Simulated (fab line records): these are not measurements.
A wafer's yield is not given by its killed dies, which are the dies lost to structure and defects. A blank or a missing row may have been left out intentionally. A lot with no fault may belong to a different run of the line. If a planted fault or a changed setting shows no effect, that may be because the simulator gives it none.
Which tool is to blame? ; flow nand harc ; 7 lots, 21 wafers sampled, at 5 steps of a route of 1302

WHAT EACH GAUGE READ, for each wafer
NHARC_END_SORT_01.
lot;measured;on;killed at array
L831;day 29 05:26;prober-01;129 63 127
L832;day 29 12:20;prober-02;61 59 143

EACH LOT AND THE TOOL THAT RAN IT (in order: tool; ch and the chambers of the sampled wafers; start)
lot;NHARC_A_CONTACT_ETCH_114;NHARC_A_BONDPAD_PRE_CLEAN_26;NHARC_THIN_TSV_DEP_43;NHARC_THIN_TSV_PVD_19
L823;har cap etch-02 ch 0,1, day 22 08:25;pvd sputter-02, day 24 15:23 or earlier;pecvd-02 ch 1,2, day 24 15:23;pvd sputter-01, no start
L822;har cap etch-01 ch 0,1, day 22 18:20;pvd sputter-03, day 24 20:25 or earlier;pecvd-03 ch 1,2, day 24 20:25;pvd sputter-02, no start
L831;har cap etch-02 ch 0,1, day 26 04:00;pvd sputter-03, day 28 09:04 or earlier;pecvd-03 ch 0,1, day 28 09:04;pvd sputter-01, day 29 05:26 or earlier
L832;har cap etch-02 ch 0,1, day 26 09:19;pvd sputter-03, day 28 13:26 or earlier;pecvd-01 ch 0,2, day 28 13:26;pvd sputter-02, day 29 12:20 or earlier
L838;har cap etch-01 ch 0,1, day 28 15:40;pvd sputter-02, day 30 19:29 or earlier;pecvd-03 ch 0,2, day 30 19:29;pvd sputter-01, no start
L840;har cap etch-03 ch 0,1, day 30 06:14;pvd sputter-03, day 32 12:29 or earlier;pecvd-03 ch 0,1, day 32 12:29;pvd sputter-01, no start
L841;har cap etch-02 ch 0,1, day 30 10:37;pvd sputter-01, day 32 17:17 or earlier;pecvd-03 ch 1,2, day 32 17:17;pvd sputter-03, no start
- NHARC_A_CONTACT_ETCH_114: etches the open film in C4F8/O2/Ar, time 190 s, target depth 1850 nm.
- NHARC_A_BONDPAD_PRE_CLEAN_26: time 30 s.
- NHARC_THIN_TSV_DEP_43: deposits SiO2, target thk 1328.5 nm.
- NHARC_THIN_TSV_PVD_19: deposits TaN, target thk 20 nm.

THE ANSWER, worked out from the rows above alone
Rule: the lots themselves supply what counts as usual. Put in order of their means at a reading, lots are off if they are a third of the lots or fewer, leave a main group of 4 or more, and stand apart from it by a gap of 3 or more times the standard deviation of the main group's means; of several such gaps the widest counts. Not used: any main group whose means are identical at the precision the tables above print for the reading. Also off: a lot with no number at a reading for which 4 or more lots have one. Where the step has rows for the other lots, those lots are counted as sound.
Across all readings shown, no lot is off: no conclusion can be drawn from this.

WHAT THE SIMULATOR PUT IN
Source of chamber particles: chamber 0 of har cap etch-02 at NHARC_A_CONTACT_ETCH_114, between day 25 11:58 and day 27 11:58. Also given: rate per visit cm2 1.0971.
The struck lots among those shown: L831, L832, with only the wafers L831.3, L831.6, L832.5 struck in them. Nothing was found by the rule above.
